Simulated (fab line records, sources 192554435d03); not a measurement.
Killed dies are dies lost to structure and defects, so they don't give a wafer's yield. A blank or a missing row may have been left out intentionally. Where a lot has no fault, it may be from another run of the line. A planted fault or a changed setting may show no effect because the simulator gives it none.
fab line records	flow n5-finfet
record: lots: 11	wafers: 32	last-day: 18
route steps=1938 shown BEOL_M7@1319 BEOL_M8@1333 PASSIVATION@1936
lots untouched by any fault: they come from a run of this same line in which no faults occurred
start-h: start of the lot's first displayed wafer, in hours after the record's first day	wait-h: hours since the lot's step before	" identical to the entry in the row above	L1.1+2: one row covering several wafers at once	- value missing, or start not given	* or withheld: withheld	< > ~ a bound
route shown NAME@n: NAME is a module with steps in the file, n the number in the route of the first one	usual: mean and standard deviation over wafers with no fault	same: alike in all rows	chamber/n: place in a boat	sites: the reading at each site	_std_site: the values' standard deviation	_edge_site: inner sites' mean taken away from outer sites' mean	radius-mm: how far each site lies from the wafer's centre	mask NAME#n: copy n	behind: the last tool/chamber to shape the wafer	hold: what put the lot on hold/how long, in hours/how the hold closed	device: transistor that didn't switch, given as n, p or np	end of line: the tests these same wafers got at the end of their route	a step given without rows: its recipe and nothing more	killed: count of dies lost to structure and defects at first sort (not the wafer's yield)	map: shows each die of a wafer: x if killed, . if not, _ if none is there
set.NAME: the setting as run; set.NAME@STEP: as run at that earlier step	model.NAME: the simulator's own value behind a step, which no gauge read
route steps across a sampled set of lots; one table per step, one row per wafer
services: a tool's chamber out of use, with start hour (start-h, from the record's first day; less than 0 if before it), hours out, and reason
== steps ==
step: N5_BEOL_M7_PRE_CLEAN_45
recipe: gas: H2/He	time-s: 30	temp-c: 250
usual: heater-power-w: 321/28
lot.wafer	tool	chamber	start-h	wait-h	heater-power-w
L584.2	pvd-sputter-03	-	210.18	0.0	299
L584.4	"	-	"	"	274
L584.6	"	-	"	"	279
L586.1	pvd-sputter-01	-	212.61	0.0	348
L586.2	"	-	"	"	339
L586.3	"	-	"	"	375
L587.1	pvd-sputter-01	-	216.69	0.0	357
L587.2	"	-	"	"	353
L587.5	"	-	"	"	347
L585.3	pvd-sputter-02	-	216.79	0.0	281
L585.4	"	-	"	"	337
L585.6	"	-	"	"	274
L597.1	pvd-sputter-01	-	287.74	0.0	344
L597.5	"	-	"	"	359
L597.6	"	-	"	"	351
L598.1	pvd-sputter-01	-	292.24	0.0	338
L598.2	"	-	"	"	339
L598.6	"	-	"	"	358
L599.1	pvd-sputter-02	-	299.32	0.0	337
L599.4	"	-	"	"	329
L599.5	"	-	"	"	341
L601.2	pvd-sputter-02	-	299.80	0.0	309
L601.6	"	-	"	"	338
L604.3	pvd-sputter-03	-	332.94	0.0	277
L604.5	"	-	"	"	305
L604.6	"	-	"	"	278
L603.2	pvd-sputter-02	-	333.47	0.0	329
L603.3	"	-	"	"	337
L603.4	"	-	"	"	317
L605.3	pvd-sputter-02	-	337.57	0.0	332
L605.4	"	-	"	"	311
L605.5	"	-	"	"	343
step: N5_BEOL_M7_DEP_56
recipe: material: SiCN	target-thk-a: 100	temp-c: withheld	precursor: 3MS/NH3	pressure-torr: 3	rf-w: 202	time-s: 17.5
usual: showerhead-plenum-p-Torr: 3.661/0.0087	throttle-valve-pct: 9.0/0.45
lot.wafer	tool	chamber	start-h	wait-h	showerhead-plenum-p-Torr	throttle-valve-pct
L584.2	pecvd-03	1	212.86	0.0	3.658	8.6
L584.4	"	2	"	"	3.660	8.6
L584.6	"	1	"	"	3.670	8.8
L586.1	pecvd-01	1	214.21	0.0	3.667	9.4
L586.2	"	0	"	"	3.675	9.5
L586.3	"	2	"	"	3.654	8.7
L587.1	pecvd-02	1	218.11	0.0	3.669	9.6
L587.2	"	2	"	"	3.665	8.3
L587.5	"	0	"	"	3.656	9.0
L585.3	pecvd-03	1	219.87	0.0	3.655	9.0
L585.4	"	0	"	"	3.655	9.5
L585.6	"	2	"	"	3.656	8.6
L597.1	pecvd-01	1	289.25	0.0	3.654	9.3
L597.5	"	2	"	"	3.647	8.4
L597.6	"	0	"	"	3.681	9.3
L598.1	pecvd-01	2	294.19	0.0	3.662	8.5
L598.2	"	1	"	"	3.649	9.2
L598.6	"	1	"	"	3.645	9.2
L599.1	pecvd-03	2	301.04	0.0	3.657	8.5
L599.4	"	2	"	"	3.669	8.7
L599.5	"	0	"	"	3.646	9.6
L601.2	pecvd-03	0	301.67	0.0	3.646	9.9
L601.6	"	2	"	"	3.669	8.2
L604.3	pecvd-02	1	334.89	0.0	3.667	9.7
L604.5	"	0	"	"	3.663	8.9
L604.6	"	1	"	"	3.663	9.8
L603.2	pecvd-01	2	336.51	0.0	3.655	8.7
L603.3	"	0	"	"	3.676	9.4
L603.4	"	1	"	"	3.644	9.5
L605.3	pecvd-01	2	340.80	0.0	3.650	8.7
L605.4	"	2	"	"	3.658	8.5
L605.5	"	1	"	"	3.640	9.6
step: N5_BEOL_M8_CURE_74
recipe: temp-c: 385	time-s: 240	ambient: He/Ar	material: SiCOH_lowk
usual: lamp-power-pct: 52.30/0.053	run-length-s: 285.8/1	wafer_temp_C_max: 386.7/0.5
lot.wafer	tool	chamber	start-h	wait-h	lamp-power-pct	run-length-s	wafer_temp_C_max
L584.2	uv-cure-01	2	213.53	0.5	52.38	285.9	385.7
L584.4	"	2	"	"	52.35	285.2	385.8
L584.6	"	2	"	"	52.33	285.2	385.9
L586.1	uv-cure-03	0	214.81	0.4	52.36	284.7	387.1
L586.2	"	0	"	"	52.28	284.8	386.8
L586.3	"	0	"	"	52.30	284.9	386.9
L587.1	uv-cure-01	2	218.30	0.0	-	-	-
L587.2	"	2	"	"	-	-	-
L587.5	"	2	"	"	-	-	-
L585.3	uv-cure-03	0	220.24	0.2	-	-	-
L585.4	"	0	"	"	-	-	-
L585.6	"	0	"	"	-	-	-
L597.1	uv-cure-02	0	289.49	0.1	52.33	286.4	388.1
L597.5	"	0	"	"	52.33	286.3	386.5
L597.6	"	0	"	"	52.25	286.7	386.9
L598.1	uv-cure-01	0	294.38	0.0	52.36	285.9	386.5
L598.2	"	0	"	"	52.28	285.7	386.9
L598.6	"	0	"	"	52.27	285.7	386.7
L599.1	uv-cure-01	2	301.23	0.0	52.28	284.9	386.2
L599.4	"	2	"	"	52.30	285.4	386.0
L599.5	"	2	"	"	52.21	285.1	386.4
L601.2	uv-cure-03	2	301.95	0.1	52.32	285.3	387.2
L601.6	"	2	"	"	52.32	285.6	387.0
L604.3	uv-cure-01	2	335.39	0.3	52.27	285.0	387.2
L604.5	"	2	"	"	52.27	284.9	386.2
L604.6	"	2	"	"	52.30	285.2	386.0
L603.2	uv-cure-03	1	336.79	0.1	52.38	285.8	387.0
L603.3	"	1	"	"	52.25	285.4	387.1
L603.4	"	1	"	"	52.22	286.2	387.7
L605.3	uv-cure-01	2	341.15	0.2	52.30	285.5	386.0
L605.4	"	2	"	"	52.29	285.3	386.2
L605.5	"	2	"	"	52.27	286.0	386.3
step: N5_BEOL_M8_THK_MEAS_01
recipe: reads: SiCOH_lowk_of_BEOL_M8_ILD_DEP_00
usual: M8_ILD_THK: 155.9/2.1
lot.wafer	tool	chamber	start-h	wait-h	M8_ILD_THK[nm]
L584.2	film-metro-01	-	213.96	0.4	154.1
L584.4	"	-	"	"	156.8
L584.6	"	-	"	"	158.3
L586.1	film-metro-02	-	215.32	0.4	153.4
L586.2	"	-	"	"	156.7
L586.3	"	-	"	"	159.5
L587.1	film-metro-01	-	218.82	0.4	178.7
L587.2	"	-	"	"	180.0
L587.5	"	-	"	"	182.1
L585.3	film-metro-02	-	220.60	0.3	179.2
L585.4	"	-	"	"	181.5
L585.6	"	-	"	"	182.5
L597.1	film-metro-02	-	290.00	0.4	153.7
L597.5	"	-	"	"	155.4
L597.6	"	-	"	"	156.6
L598.1	film-metro-02	-	294.90	0.4	152.6
L598.2	"	-	"	"	155.7
L598.6	"	-	"	"	157.8
L599.1	film-metro-01	-	301.76	0.4	158.0
L599.4	"	-	"	"	159.5
L599.5	"	-	"	"	158.1
L601.2	film-metro-02	-	302.38	0.4	154.5
L601.6	"	-	"	"	158.0
L604.3	film-metro-02	-	335.74	0.3	156.8
L604.5	"	-	"	"	157.3
L604.6	"	-	"	"	156.4
L603.2	film-metro-02	-	337.22	0.4	152.9
L603.3	"	-	"	"	155.0
L603.4	"	-	"	"	155.5
L605.3	film-metro-01	-	341.51	0.3	157.0
L605.4	"	-	"	"	158.6
L605.5	"	-	"	"	162.5
step: N5_BEOL_M8_PECVD_70
recipe: material: SiO2	target-thk-a: 200	temp-c: 400	precursor: TEOS/O2	pressure-torr: 5.5	rf-w: 450	teos-flow-sccm: 53.8	gas: O2	flow-sccm: 3000	time-s: 22.7
usual: heater-power-w: 804/140	showerhead-plenum-p-Torr: 8.76/0.036	throttle-valve-pct: 22.1/0.9
lot.wafer	tool	chamber	start-h	wait-h	heater-power-w	showerhead-plenum-p-Torr	throttle-valve-pct
L584.2	pecvd-01	2	214.00	0.0	965	8.76	21.2
L584.4	"	0	"	"	915	8.81	23.2
L584.6	"	2	"	"	948	8.74	21.3
L586.1	pecvd-04	0	215.36	0.0	741	8.74	22.6
L586.2	"	1	"	"	572	8.75	22.1
L586.3	"	1	"	"	568	8.75	22.1
L587.1	pecvd-01	2	218.85	0.0	1012	8.76	21.1
L587.2	"	0	"	"	843	8.81	23.0
L587.5	"	0	"	"	837	8.83	23.2
L585.3	pecvd-01	1	220.63	0.0	973	8.73	23.2
L585.4	"	0	"	"	890	8.79	23.1
L585.6	"	2	"	"	1016	8.78	21.1
L597.1	pecvd-01	0	290.04	0.0	833	8.81	22.8
L597.5	"	1	"	"	864	8.72	23.1
L597.6	"	2	"	"	989	8.76	21.0
L598.1	pecvd-01	2	294.93	0.0	966	8.73	21.3
L598.2	"	0	"	"	836	8.81	23.1
L598.6	"	2	"	"	947	8.75	21.0
L599.1	pecvd-01	0	301.80	0.0	842	8.83	22.9
L599.4	"	2	"	"	935	8.74	21.3
L599.5	"	0	"	"	873	8.84	23.0
L601.2	pecvd-04	1	302.42	0.0	516	8.77	22.0
L601.6	"	1	"	"	517	8.76	22.1
L604.3	pecvd-04	1	335.78	0.0	494	8.77	22.0
L604.5	"	2	"	"	654	8.77	21.0
L604.6	"	1	"	"	502	8.72	22.3
L603.2	pecvd-01	1	337.26	0.0	786	8.73	22.8
L603.3	"	0	"	"	782	8.83	22.9
L603.4	"	0	"	"	775	8.83	22.8
L605.3	pecvd-04	0	341.54	0.0	621	8.74	22.4
L605.4	"	2	"	"	782	8.74	21.3
L605.5	"	0	"	"	599	8.76	22.4
step: N5_PASSIVATION_PROBE_49
usual: defect-limited-yield: 91.2/1.3	killed_at_M0_to_M3: 34/10	killed_at_M4_up: 13/4.6	killed-at-contacts: 13/5.5	killed-at-front-end: 41/12	killed-at-other: 2.8/2.4	killed-dies: 104/16	killed-open: 67/12	killed-short: 33/7.2	sort_bin_5_function: 5.1/0.86	sort_bin_6_memory: 3.3/0.62	sort-n-pass: 1076/16	sort-yield-pct: 91.2/1.3
same: gross-dies: 1180	killed-at-back-side: 0	sort_bin_4_leakage[%]: 0	sort_bin_8_speed[%]: 0
lot.wafer	tool	chamber	start-h	wait-h	defect-limited-yield[%]	killed_at_M0_to_M3	killed_at_M4_up	killed-at-contacts	killed-at-front-end	killed-at-other	killed-dies	killed-open	killed-short	sort_bin_5_function[%]	sort_bin_6_memory[%]	sort-n-pass	sort-yield-pct[%]
L585.3	prober-02	-	306.14	0.1	91.0	42	13	13	37	1	106	77	24	5.1	3.1	1074	91.0
L585.4	prober-02	-	306.19	0.2	90.3	33	14	15	50	3	115	71	43	5.4	4.0	1065	90.3
L585.6	prober-02	-	306.29	0.3	90.4	38	17	11	46	1	113	73	35	5.8	3.1	1067	90.4
L597.1	prober-02	-	358.99	0.0	90.9	38	13	11	45	0	107	65	38	5.1	3.4	1073	90.9
L598.1	prober-01	-	369.72	0.0	89.9	42	13	16	44	4	119	88	27	5.4	4.4	1061	89.9
L598.2	prober-01	-	369.77	0.1	92.3	16	14	5	46	10	91	60	27	5.0	2.6	1089	92.3
L598.6	prober-01	-	369.97	0.3	90.8	47	4	13	41	4	109	76	27	5.4	3.4	1071	90.8
killed by level:class
L585.3 BEOL_M1:geometric-particle:open=17 MOL_CONTACT_COAG:geometric-particle:open=11 FIN_SAQP:geometric-particle:open=6 DUMMY_GATE:geometric-particle:open=6 STI_FIN_REVEAL:geometric-particle:open=5 BEOL_M0_SAQP:geometric-particle:open=5 BEOL_M4:geometric-particle:open=5 BEOL_M0_SAQP:geometric-particle:short=4
L585.4 FIN_SAQP:geometric-particle:open=18 MOL_CONTACT_COAG:geometric-particle:open=10 BEOL_M1:geometric-particle:open=8 BEOL_M0_SAQP:geometric-particle:short=7 BEOL_M0_SAQP:geometric-particle:open=6 FIN_SAQP:geometric-particle:short=5 ILD0:geometric-particle:short=5 GATE_CUT:geometric-particle:short=5
L585.6 FIN_SAQP:geometric-particle:open=11 BEOL_M0_SAQP:geometric-particle:open=11 MOL_CONTACT_COAG:geometric-particle:open=9 BEOL_M1:geometric-particle:open=7 BEOL_M2:geometric-particle:open=6 DUMMY_GATE:geometric-particle:open=5 GATE_CUT:geometric-particle:short=5 STARTING-WAFER:geometric-particle:short=5
L597.1 STI_FIN_REVEAL:geometric-particle:open=9 BEOL_M1:geometric-particle:open=8 BEOL_M0_SAQP:geometric-particle:open=7 FIN_SAQP:geometric-particle:open=6 MOL_CONTACT_COAG:geometric-particle:short=6 BEOL_M2:geometric-particle:open=6 DUMMY_GATE:geometric-particle:open=5 GATE_CUT:geometric-particle:short=5
L598.1 FIN_SAQP:geometric-particle:open=15 MOL_CONTACT_COAG:geometric-particle:open=12 BEOL_M0_SAQP:geometric-particle:open=11 BEOL_M2:geometric-particle:open=11 BEOL_M0_SAQP:geometric-particle:short=10 BEOL_M1:geometric-particle:open=8 BEOL_M5:geometric-particle:open=8 DUMMY_GATE:geometric-particle:open=7
L598.2 STI_FIN_REVEAL:geometric-particle:open=9 FIN_SAQP:geometric-particle:open=9 FIN_SAQP:geometric-particle:short=7 BEOL_M2:geometric-particle:open=6 BEOL_M0_SAQP:geometric-particle:short=5 GATE_CUT:geometric-particle:open=4 MOL_CONTACT_COAG:geometric-particle:open=4 STARTING-WAFER:geometric-particle:open=4
L598.6 BEOL_M0_SAQP:geometric-particle:open=15 BEOL_M2:geometric-particle:open=15 FIN_SAQP:geometric-particle:short=8 FIN_SAQP:geometric-particle:open=8 MOL_CONTACT_COAG:geometric-particle:open=8 BEOL_M0_SAQP:geometric-particle:short=6 STARTING-WAFER:geometric-particle:open=6 GATE_CUT:geometric-particle:open=5
== services ==
tool	chamber	start-h	hours	kind
pecvd-01	2	187.26	6.8	repair
uv-cure-01	-	191.04	1.0	pm
pecvd-02	2	192.60	5.5	scheduled-down
pecvd-03	-	195.49	2.4	repair
pecvd-02	0	198.06	2.1	scheduled-down
pecvd-04	2	202.38	-	clean
pecvd-04	2	202.38	-	consumable-replace:showerhead
pecvd-04	2	202.38	29.0	scheduled-down
pecvd-04	2	202.38	29.0	vent-cycle
uv-cure-02	-	208.82	53.7	repair
pecvd-03	0	221.79	5.5	scheduled-down
uv-cure-02	-	262.56	5.0	pm
pecvd-01	-	266.59	2.8	pm
pecvd-04	0	287.85	5.5	scheduled-down
uv-cure-03	-	289.73	2.1	pm
uv-cure-01	-	304.10	7.5	pm
uv-cure-02	-	322.80	7.5	pm
uv-cure-02	-	333.77	3.1	repair
== key ==
first-sign: step: N5_BEOL_M8_CURE_74	reading: tool-record	direction: missing
effect: step: N5_BEOL_M8_THK_MEAS_01	reading: M8_ILD_THK	direction: up	sigmas: 12	usual: 155.9	struck: 180.7
met-at N5_BEOL_M8_CURE_74
struck-lots L585,L587
not-acting-at N5_BEOL_M7_PRE_CLEAN_45,N5_BEOL_M7_DEP_56,N5_BEOL_M8_PECVD_70
onset-between 214.81 218.30
fault: kind: skipped-step-whole	tool: uv-cure-01,uv-cure-03	chamber: -	onset-h: 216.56	steps: N5_BEOL_M8_CURE_74	scope: struck-lots-only
